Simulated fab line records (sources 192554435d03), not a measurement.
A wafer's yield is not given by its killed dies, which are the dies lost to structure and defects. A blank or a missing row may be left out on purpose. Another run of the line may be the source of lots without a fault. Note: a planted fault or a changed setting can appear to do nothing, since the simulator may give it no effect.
A struck lot beside a sound one | flow n5 finfet | 15 out of 1938 route steps
Sound: the wafers L260.1, L260.3, L260.5. Struck: wafers L271.1, L271.4, L271.6. The cause comes at the end.
Per side, at each step with rows, come the tool, then ch with its chambers, and then its first start. Under that, the readings that differ: sound wafers | struck wafers | difference of the means | sigmas: that difference in standard deviations of wafers without a fault.
alike: readings with means less than 2 such deviations apart, plus words and numbers identical on both sides. not compared: withheld readings, readings lacking a value on some wafer, bounds such as >300 that could conceal the same value, and numbers that have no deviation in the record and whose values overlap.
The two part at a step that has a row with sigmas, a row that says differs or no value, or rows on one side only. When numbers do not overlap yet have no deviation, they are printed without sigmas and do not part them. A reading that every wafer of one side lacks parts them only if that side has two wafers or more.

first, 5 steps without rows for these wafers: N5_SD_EPI_P_EBR_05; N5_SD_EPI_P_SOFTBAKE_04 (time 60 s); N5_SD_EPI_P_EXPOSE_06 (exposes mask SD P BLK, target cd 240 nm); N5_SD_EPI_P_PEB_07 (peb time 60 s); N5_SD_EPI_P_DEVELOP_08 (develop time 30 s).
N5_SD_EPI_P_CD_MEAS_09: the cd target is 240 nm.
  sound on cd sem-03 ch 0, day 4 23:52; struck on cd sem-02 ch 0, day 7 18:43
  alike: cd nm
N5_SD_EPI_P_OVL_MEAS_10:
  sound on overlay-02 ch 0, day 4 23:53; struck on overlay-01 ch 0, day 7 18:44
  alike: SD_P_BLK_OVL
N5_SD_EPI_P_INSPECT_11: inspects for defects (macro).
  sound on defect inspect-02 at day 4 23:55; struck on defect inspect-01 at day 7 18:46
  alike: raw defect count
N5_SD_EPI_P_DESCUM_14: chemistry O2, time 7.9 s.
  sound on rie diel-03 ch 0,1, day 4 23:57; struck on rie diel-03 ch 0,1,2, day 7 19:10
  alike: bias power w, drypump motor current A, o2 flow sccm, oes product au, rf vpp V, showerhead plenum p Torr, throttle valve pct
  not compared: rf hours counter h
N5_SD_EPI_P_ETCH_36: etches SiARC in CF4, target depth 45.5 nm, time 75.8 s.
  sound on rie diel-03 ch 0,1, day 4 23:59; struck on rie diel-03 ch 0,1,2, day 7 19:13
  alike: drypump motor current A, etch rf on time s, oes product au, rf vpp V, showerhead plenum p Torr, throttle valve pct
  not compared: rf hours counter h
N5_SD_EPI_P_ETCH_37: etches SOC in N2/H2, overetch 108 nm, time 486 s.
  sound on rie diel-03 ch 0,1, day 5 00:02; struck on rie diel-03 ch 0,1,2, day 7 19:16
  reading             | sound             | struck            | difference | sigmas
  n2 flow sccm (sccm) | 199.3 199.7 198.9 | 201.3 200.3 200.2 | +1.3       | +2
  alike: drypump motor current A, oes product au, rf vpp V, showerhead plenum p Torr, throttle valve pct
  not compared: rf hours counter h
then, 1 step without rows for these wafers: N5_SD_EPI_P_STRIP_38 (strips in N2/H2).
N5_SD_EPI_P_ETCHBACK_46: etches SiNx in CH3F/O2, stops on SiO2, target depth 17.5 nm.
  sound on rie diel-03 ch 0,1, day 5 00:22; struck on rie diel-03 ch 0,1,2, day 7 19:35
  reading        | sound       | struck                  | difference | sigmas
  over etch frac | 0.3 0.3 0.3 | 0.58495 0.58495 0.58495 | +0.28495   |
  alike: CH3F_flow_sccm, drypump motor current A, oes product au, rf vpp V, showerhead plenum p Torr, throttle valve pct
  not compared: rf hours counter h, model.SiARC_of_SD_EPI_P_COAT_35.thk nm
N5_SD_EPI_P_ETCH_47: etches SiOCN in CH3F/O2, target depth 25 nm.
  sound on rie diel-03 ch 0,1, day 5 00:28; struck on rie diel-03 ch 0,1,2, day 7 19:41
  alike: CH3F_flow_sccm, drypump motor current A, oes product au, rf vpp V, showerhead plenum p Torr, throttle valve pct
  not compared: rf hours counter h
-- a jump in the record: the struck wafers' starts before and after are 9 days apart (it breaks off in module SD_EPI_P and resumes in module PASSIVATION, where the first step shown is number 1936 of the route) --
N5_PASSIVATION_PROBE_49:
  sound on prober-01 at day 14 01:08; struck on prober-01 at day 16 23:06
  alike: killed_at_M0_to_M3, killed_at_M4_up, killed at contacts, killed at front end, killed at other, killed dies, killed open, killed short

WHERE THEY PART
Only at N5_SD_EPI_P_ETCH_37, within this record. Later steps at which nothing parts them and some readings are alike: N5_SD_EPI_P_ETCHBACK_46, N5_SD_EPI_P_ETCH_47, N5_PASSIVATION_PROBE_49.

WHY: the cause the simulator had injected
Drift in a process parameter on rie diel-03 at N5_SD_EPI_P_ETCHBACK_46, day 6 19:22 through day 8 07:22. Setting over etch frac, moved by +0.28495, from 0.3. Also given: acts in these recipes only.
